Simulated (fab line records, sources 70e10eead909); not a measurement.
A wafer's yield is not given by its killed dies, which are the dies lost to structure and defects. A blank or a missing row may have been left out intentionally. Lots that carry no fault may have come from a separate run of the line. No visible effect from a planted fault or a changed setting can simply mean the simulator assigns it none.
Matching of chambers :: flow nand harc :: NHARC_P_GATE_STRIP_108 on rie diel-05 has 4 sister chambers
The step strips in O2. 4 wafers are shown with their chamber, then 7 later ones without.

## EACH WAFER AND ITS CHAMBER
wafer: L076.4
chamber: 3
showerhead plenum p Torr (Torr): 3.28

wafer: L089.2
chamber: 1
showerhead plenum p Torr (Torr): 3.50

wafer: L090.1
chamber: 2
showerhead plenum p Torr (Torr): 3.73

wafer: L090.3
chamber: 0
showerhead plenum p Torr (Torr): 3.38

## WAFERS MISSING THEIR CHAMBER
wafer: L090.5
showerhead plenum p Torr (Torr): 3.50

wafer: L091.2
showerhead plenum p Torr (Torr): 3.73

wafer: L091.3
showerhead plenum p Torr (Torr): 3.50

wafer: L091.4
showerhead plenum p Torr (Torr): 3.38

wafer: L093.1
showerhead plenum p Torr (Torr): 3.38

wafer: L093.5
showerhead plenum p Torr (Torr): 3.38

wafer: L093.6
showerhead plenum p Torr (Torr): 3.80

## WHICH CHAMBER EACH ONE RAN IN
wafer: L090.5
from the rows above: 1
in truth: 1

wafer: L091.2
from the rows above: 2
in truth: 2

wafer: L091.3
from the rows above: 1
in truth: 1

wafer: L091.4
from the rows above: 0
in truth: 0

wafer: L093.1
from the rows above: 0
in truth: 0

wafer: L093.5
from the rows above: 0
in truth: 0

wafer: L093.6
from the rows above: 2
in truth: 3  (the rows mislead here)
Correct placement for 6 of the 7. Can't be placed from these rows: 0. Number placed wrongly: 1.
How it was worked out, from the rows above alone: a wafer's distance from a chamber is the root of the sum, over the readings, of the square of ((its reading less the chamber's mean) divided by the reading's scatter). The wafer belongs to the nearest chamber; if the next one is less than 2 further off, it can't be placed. The mean given for a chamber averages the wafers shown for that chamber. The scatter: root of mean squared gap, hidden wafer to nearest shown wafer, with one shown wafer a chamber.
